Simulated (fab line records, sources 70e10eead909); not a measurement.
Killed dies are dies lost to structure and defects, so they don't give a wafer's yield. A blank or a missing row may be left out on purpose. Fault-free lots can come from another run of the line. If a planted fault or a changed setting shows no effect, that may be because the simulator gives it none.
Matching of chambers ; flow nand_harc ; NHARC_HYBRID_BOND_ACTIVATE_00 on rie_diel-04: 4 sister chambers
The step chemistry N2, time 60 s. 4 wafers are shown with their chamber, then 10 later ones without.

== WAFERS PAIRED WITH THEIR CHAMBERS ==
wafer;chamber;showerhead_plenum_p_Torr (Torr)
L802.1;3;1.74
L803.5;1;1.81
L814.4;0;1.82
L814.5;2;1.68

== WAFERS WITHOUT THEIR CHAMBER ==
wafer;showerhead_plenum_p_Torr (Torr)
L814.6;1.80
L820.1;1.68
L820.3;1.82
L820.6;1.82
L818.1;1.82
L818.5;1.68
L818.6;1.80
L819.1;1.73
L819.2;1.68
L819.4;1.82

== WHICH CHAMBER EACH WENT THROUGH ==
wafer;from the rows above;in truth
L814.6;can't be placed: 1 or 0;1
L820.1;2;2
L820.3;can't be placed: 0 or 1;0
L820.6;can't be placed: 0 or 1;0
L818.1;can't be placed: 0 or 1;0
L818.5;2;2
L818.6;can't be placed: 1 or 0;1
L819.1;3;3
L819.2;2;2
L819.4;can't be placed: 0 or 1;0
Correctly placed: 4 of 10. Cannot be placed on the basis of these rows: 6; the candidates contain the true chamber in 6. Wrongly placed: 0.
How it was worked out, from the rows above alone: a wafer's distance from a chamber is the root of the sum, over the readings, of the square of ((its reading less the chamber's mean) divided by the reading's scatter). The wafer belongs to the nearest chamber; if the next one is less than 2 further off, it can't be placed. For every chamber, the mean is computed from those of its wafers that are shown. The scatter: with one shown wafer a chamber, the root of the mean of the squares of how far each hidden wafer lies from its nearest shown one.
